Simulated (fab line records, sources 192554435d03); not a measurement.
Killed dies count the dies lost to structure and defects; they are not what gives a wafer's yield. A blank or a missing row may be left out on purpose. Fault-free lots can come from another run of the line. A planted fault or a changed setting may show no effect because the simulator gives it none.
What tool caused it? | flow n5Finfet | 60 wafers from 20 lots sampled at 3 of the route's 1938 steps

## WHAT THE GAUGES READ, wafer by wafer
N5_DUMMY_GATE_CD_MEAS_24: target cd 15 nm.
lot  | measured    | on       | cdNm (nm)
L074 | day 2 22:48 | cdSem-02 | 14.9 15.3 15.0
L075 | day 3 05:34 | cdSem-02 | 15.2 15.3 14.9
L076 | day 3 11:24 | cdSem-03 | 14.3 14.9 15.3
L077 | day 3 16:54 | cdSem-02 | 14.0 14.7 15.1
L078 | day 4 01:22 | cdSem-03 | 14.5 14.5 15.1
L079 | day 4 04:58 | cdSem-03 | 14.6 14.6 14.6
L081 | day 4 16:59 | cdSem-01 | 14.8 14.9 14.8
L082 | day 5 00:20 | cdSem-01 | 14.4 14.9 15.0
L083 | day 5 05:47 | cdSem-01 | 15.0 14.5 14.6
L084 | day 5 12:16 | cdSem-02 | 14.9 14.9 15.0
L086 | day 6 07:33 | cdSem-01 | 14.4 14.6 14.9
L087 | day 6 10:20 | cdSem-02 | 15.5 15.1 14.3
L088 | day 6 11:25 | cdSem-01 | 14.7 15.1 14.8
L089 | day 6 20:19 | cdSem-03 | 15.5 15.2 15.5
L091 | day 7 04:18 | cdSem-03 | 13.9 15.0 15.0
L092 | day 7 12:42 | cdSem-03 | 15.4 14.5 15.2
L093 | day 7 18:22 | cdSem-01 | 15.3 14.6 14.6
L094 | day 7 23:58 | cdSem-03 | 14.8 15.7 15.0
L096 | day 8 11:25 | cdSem-03 | 15.0 14.8 14.8
L097 | day 8 18:13 | cdSem-01 | 15.6 15.2 14.9

## EACH LOT AND THE TOOL THAT RAN IT (in order: tool; ch and the chambers of the sampled wafers; start)
lot  | N5_DUMMY_GATE_ETCH_29            | N5_DUMMY_GATE_ETCH_37
L074 | rieDiel-01 ch 0,1,2, day 2 22:00 | rieDiel-01 ch 0,1,2, day 2 22:05
L075 | rieDiel-04 ch 0,1, day 3 04:35   | rieDiel-04 ch 0,1, day 3 04:40
L076 | rieDiel-04 ch 1,2, day 3 10:36   | rieDiel-04 ch 1,2, day 3 10:41
L077 | rieDiel-01 ch 0,2, day 3 16:05   | rieDiel-01 ch 0,2, day 3 16:10
L078 | rieDiel-04 ch 0,2,3, day 4 00:34 | rieDiel-04 ch 0,2,3, day 4 00:38
L079 | rieDiel-04 ch 0,2,3, day 4 03:55 | rieDiel-04 ch 0,2,3, day 4 03:59
L081 | rieDiel-04 ch 0,3, day 4 16:08   | rieDiel-04 ch 0,3, day 4 16:13
L082 | rieDiel-04 ch 0,1,3, day 4 23:13 | rieDiel-04 ch 0,1,3, day 4 23:17
L083 | rieDiel-06 ch 2,3, day 5 04:58   | rieDiel-06 ch 2,3, day 5 05:03
L084 | rieDiel-04 ch 0,1, day 5 11:16   | rieDiel-04 ch 0,1, day 5 11:20
L086 | rieDiel-04 ch 0,1,2, day 6 06:44 | rieDiel-04 ch 0,1,2, day 6 06:49
L087 | rieDiel-06 ch 1,2,3, day 6 09:32 | rieDiel-06 ch 1,2,3, day 6 09:37
L088 | rieDiel-04 ch 1,2,3, day 6 10:37 | rieDiel-04 ch 1,2,3, day 6 10:42
L089 | rieDiel-06 ch 2,3, day 6 19:30   | rieDiel-06 ch 2,3, day 6 19:35
L091 | rieDiel-04 ch 1,2,3, day 7 03:29 | rieDiel-04 ch 1,2,3, day 7 03:34
L092 | rieDiel-04 ch 1,2,3, day 7 11:53 | rieDiel-04 ch 1,2,3, day 7 11:58
L093 | rieDiel-04 ch 0,1,2, day 7 17:34 | rieDiel-04 ch 0,1,2, day 7 17:38
L094 | rieDiel-01 ch 1,3, day 7 23:09   | rieDiel-01 ch 1,3, day 7 23:14
L096 | rieDiel-04 ch 1,2, day 8 10:37   | rieDiel-04 ch 1,2, day 8 10:41
L097 | rieDiel-06 ch 0,1, day 8 17:24   | rieDiel-06 ch 0,1, day 8 17:29
- N5_DUMMY_GATE_ETCH_29: etches underlayer in N2/H2, target depth 13 nm.
- N5_DUMMY_GATE_ETCH_37: etches SOC in N2/H2, target depth 60 nm, overetch 30 nm.

## AS READ BY THE TOOLS THEMSELVES (means over the sampled wafers that have a number; for cases with no such wafer, the mark the record gives instead)
N5_DUMMY_GATE_ETCH_29.
lot  | tool       | chamberPressureMTorr (mTorr) | drypumpMotorCurrentA (A) | n2FlowSccm (sccm) | oesProductAu (a.u.) | rfVppV (V) | showerheadPlenumPTorr (Torr) | throttleValvePct (%)
L074 | rieDiel-01 | 29.955                       | 6.1                      | 199.6             | 0.81                | 521.7      | 2.50                         | 17.98
L075 | rieDiel-04 | 30.024                       | 6.1                      | 200.6             | 0.74                | 525.0      | 2.60                         | 18.13
L076 | rieDiel-04 | 30.025                       | 6.0                      | 199.8             | 0.70                | 524.0      | 2.54                         | 18.17
L077 | rieDiel-01 | 30.000                       | 6.1                      | 199.8             | 0.77                | 523.3      | 2.55                         | 18.05
L078 | rieDiel-04 | 29.995                       | 5.6                      | 200.2             | 0.82                | 524.3      | 2.56                         | 17.85
L079 | rieDiel-04 | 30.007                       | 5.6                      | 199.3             | 0.82                | 524.4      | 2.56                         | 17.84
L081 | rieDiel-04 | 29.973                       | 5.4                      | 199.6             | 0.92                | 525.3      | 2.59                         | 17.74
L082 | rieDiel-04 | 30.014                       | 5.7                      | 200.4             | 0.82                | 524.3      | 2.59                         | 17.95
L083 | rieDiel-06 | 30.018                       | 5.9                      | 199.3             | 0.76                | 521.2      | 2.44                         | 17.59
L084 | rieDiel-04 | 29.997                       | 6.1                      | 200.3             | 0.73                | 525.9      | 2.59                         | 18.16
L086 | rieDiel-04 | 29.987                       | 6.0                      | 199.8             | 0.80                | 524.8      | 2.55                         | 17.93
L087 | rieDiel-06 | 30.000                       | 5.8                      | 200.1             | 0.71                | 523.3      | 2.53                         | 17.69
L088 | rieDiel-04 | 29.982                       | 5.8                      | 200.2             | 0.86                | 524.2      | 2.56                         | 17.96
L089 | rieDiel-06 | 30.021                       | 5.6                      | 200.1             | 0.70                | 522.9      | 2.53                         | 17.73
L091 | rieDiel-04 | 29.992                       | 5.8                      | 200.5             | 0.85                | 523.9      | 2.56                         | 17.96
L092 | rieDiel-04 | 30.004                       | 5.8                      | 199.6             | 0.85                | 524.6      | 2.56                         | 17.97
L093 | rieDiel-04 | 29.981                       | 6.0                      | 199.6             | 0.79                | 524.1      | 2.54                         | 17.95
L094 | rieDiel-01 | 29.977                       | 6.3                      | 199.6             | 0.79                | 525.0      | 2.60                         | 18.11
L096 | rieDiel-04 | 29.978                       | 6.1                      | 200.0             | 0.84                | 524.0      | 2.53                         | 17.93
L097 | rieDiel-06 | 30.003                       | 5.8                      | 199.7             | 0.76                | 525.0      | 2.57                         | 17.59

N5_DUMMY_GATE_ETCH_37.
lot  | tool       | chamberPressureMTorr (mTorr) | drypumpMotorCurrentA (A) | n2FlowSccm (sccm) | oesProductAu (a.u.) | rfVppV (V) | showerheadPlenumPTorr (Torr) | throttleValvePct (%)
L074 | rieDiel-01 | 29.99                        | 6.1                      | 199.9             | 0.63                | 522.5      | 2.50                         | 17.91
L075 | rieDiel-04 | 30.01                        | 6.1                      | 200.0             | 0.59                | 525.2      | 2.60                         | 18.06
L076 | rieDiel-04 | 29.98                        | 6.1                      | 200.0             | 0.56                | 522.7      | 2.54                         | 18.10
L077 | rieDiel-01 | 30.00                        | 6.1                      | 200.2             | 0.60                | 523.0      | 2.55                         | 17.96
L078 | rieDiel-04 | 29.98                        | 5.6                      | 200.2             | 0.64                | 524.0      | 2.56                         | 17.77
L079 | rieDiel-04 | 30.00                        | 5.6                      | 200.2             | 0.64                | 524.4      | 2.56                         | 17.78
L081 | rieDiel-04 | 30.01                        | 5.4                      | 199.5             | 0.70                | 525.6      | 2.59                         | 17.67
L082 | rieDiel-04 | 30.00                        | 5.7                      | 199.9             | 0.64                | 525.4      | 2.59                         | 17.88
L083 | rieDiel-06 | 29.99                        | 5.9                      | 200.1             | 0.60                | 521.6      | 2.44                         | 17.53
L084 | rieDiel-04 | 30.00                        | 6.1                      | 199.6             | 0.58                | 526.1      | 2.59                         | 18.10
L086 | rieDiel-04 | 30.00                        | 6.0                      | 200.2             | 0.65                | 524.2      | 2.55                         | 17.87
L087 | rieDiel-06 | 30.01                        | 5.8                      | 199.8             | 0.57                | 523.3      | 2.53                         | 17.62
L088 | rieDiel-04 | 29.98                        | 5.8                      | 199.5             | 0.68                | 524.9      | 2.56                         | 17.89
L089 | rieDiel-06 | 30.02                        | 5.6                      | 199.3             | 0.56                | 522.6      | 2.53                         | 17.67
L091 | rieDiel-04 | 30.02                        | 5.8                      | 200.0             | 0.67                | 524.6      | 2.56                         | 17.90
L092 | rieDiel-04 | 30.00                        | 5.8                      | 199.7             | 0.67                | 524.1      | 2.56                         | 17.90
L093 | rieDiel-04 | 29.98                        | 6.0                      | 200.3             | 0.63                | 523.6      | 2.54                         | 17.88
L094 | rieDiel-01 | 30.01                        | 6.3                      | 199.5             | 0.62                | 525.4      | 2.60                         | 18.05
L096 | rieDiel-04 | 30.00                        | 6.0                      | 200.1             | 0.67                | 523.8      | 2.53                         | 17.88
L097 | rieDiel-06 | 29.97                        | 5.8                      | 200.3             | 0.60                | 524.4      | 2.57                         | 17.52

## THE ANSWER, worked out from the rows above alone
Rule: what is usual is taken from the lots themselves. The widest of any qualifying gaps counts: lots, ordered by their means at a reading, are off when they make up no more than a third of the lots, leave a main group of 4 or more, and stand apart from it by 3 or more times the standard deviation of that group's means. Not used: any main group whose means are identical at the precision the tables above print for the reading. Also off: a lot with no number at a reading for which 4 or more lots have one. Any other lot the step has rows for is counted as sound. After the gauges, taken in route order, come the tools' own readings; for these a lot's mean is taken, as printed above. The first step at which some lot is off is used, and at that step the reading that is off furthest; a lot without a number counts as furthest.
Across all readings shown, no lot is off: no conclusion can be drawn from this.

## WHAT HAD BEEN PUT IN BY THE SIMULATOR
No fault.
